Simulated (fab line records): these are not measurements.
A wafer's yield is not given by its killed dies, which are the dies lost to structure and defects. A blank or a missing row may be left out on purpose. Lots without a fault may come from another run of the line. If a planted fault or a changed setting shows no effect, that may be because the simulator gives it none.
Matching of chambers / flow nand_harc / NHARC_A_STAIRCASE_TRIM_229 on rie_diel-13 has 4 sister chambers
The step chemistry O2, time 211.2 s. 8 wafers are shown with their chamber, then 7 later ones without.

== WAFERS, EACH WITH ITS CHAMBER ==
wafer=L074.1; chamber=3; drypump_motor_current_A (A)=5.9; showerhead_plenum_p_Torr (Torr)=3.58
wafer=L074.5; chamber=3; drypump_motor_current_A (A)=5.9; showerhead_plenum_p_Torr (Torr)=3.58
wafer=L082.5; chamber=2; drypump_motor_current_A (A)=5.5; showerhead_plenum_p_Torr (Torr)=3.54
wafer=L087.3; chamber=1; drypump_motor_current_A (A)=5.9; showerhead_plenum_p_Torr (Torr)=3.72
wafer=L087.5; chamber=0; drypump_motor_current_A (A)=5.3; showerhead_plenum_p_Torr (Torr)=3.58
wafer=L087.6; chamber=1; drypump_motor_current_A (A)=5.9; showerhead_plenum_p_Torr (Torr)=3.72
wafer=L089.1; chamber=0; drypump_motor_current_A (A)=5.3; showerhead_plenum_p_Torr (Torr)=3.58
wafer=L089.4; chamber=2; drypump_motor_current_A (A)=5.6; showerhead_plenum_p_Torr (Torr)=3.53

== WAFERS WHOSE CHAMBER IS MISSING ==
wafer=L089.5; drypump_motor_current_A (A)=5.9; showerhead_plenum_p_Torr (Torr)=3.54
wafer=L094.1; drypump_motor_current_A (A)=5.9; showerhead_plenum_p_Torr (Torr)=3.71
wafer=L094.2; drypump_motor_current_A (A)=5.3; showerhead_plenum_p_Torr (Torr)=3.57
wafer=L094.5; drypump_motor_current_A (A)=5.3; showerhead_plenum_p_Torr (Torr)=3.57
wafer=L097.2; drypump_motor_current_A (A)=5.9; showerhead_plenum_p_Torr (Torr)=3.70
wafer=L097.3; drypump_motor_current_A (A)=5.6; showerhead_plenum_p_Torr (Torr)=3.52
wafer=L097.6; drypump_motor_current_A (A)=5.9; showerhead_plenum_p_Torr (Torr)=3.53

== WHICH CHAMBER EACH ONE RAN IN ==
wafer=L089.5; from the rows above=can't be placed: 2 or 3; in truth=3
wafer=L094.1; from the rows above=1; in truth=1
wafer=L094.2; from the rows above=0; in truth=0
wafer=L094.5; from the rows above=0; in truth=0
wafer=L097.2; from the rows above=1; in truth=1
wafer=L097.3; from the rows above=2; in truth=2
wafer=L097.6; from the rows above=2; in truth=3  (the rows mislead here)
Placed correctly: 5 of 7. Can't be placed from these rows: 1 (the true chamber is among the candidates in 1). Number placed wrongly: 1.
How it was worked out, from the rows above alone: a wafer's distance from a chamber is the root of the sum, over the readings, of the square of ((its reading less the chamber's mean) divided by the reading's scatter). The wafer belongs to the nearest chamber; if the next one is less than 2 further off, it can't be placed. The mean given for a chamber averages the wafers shown for that chamber. How the scatter is found: for the shown wafers, subtract from each reading the mean of its chamber, square and add these, divide the total by (wafers less chambers), then take the root.
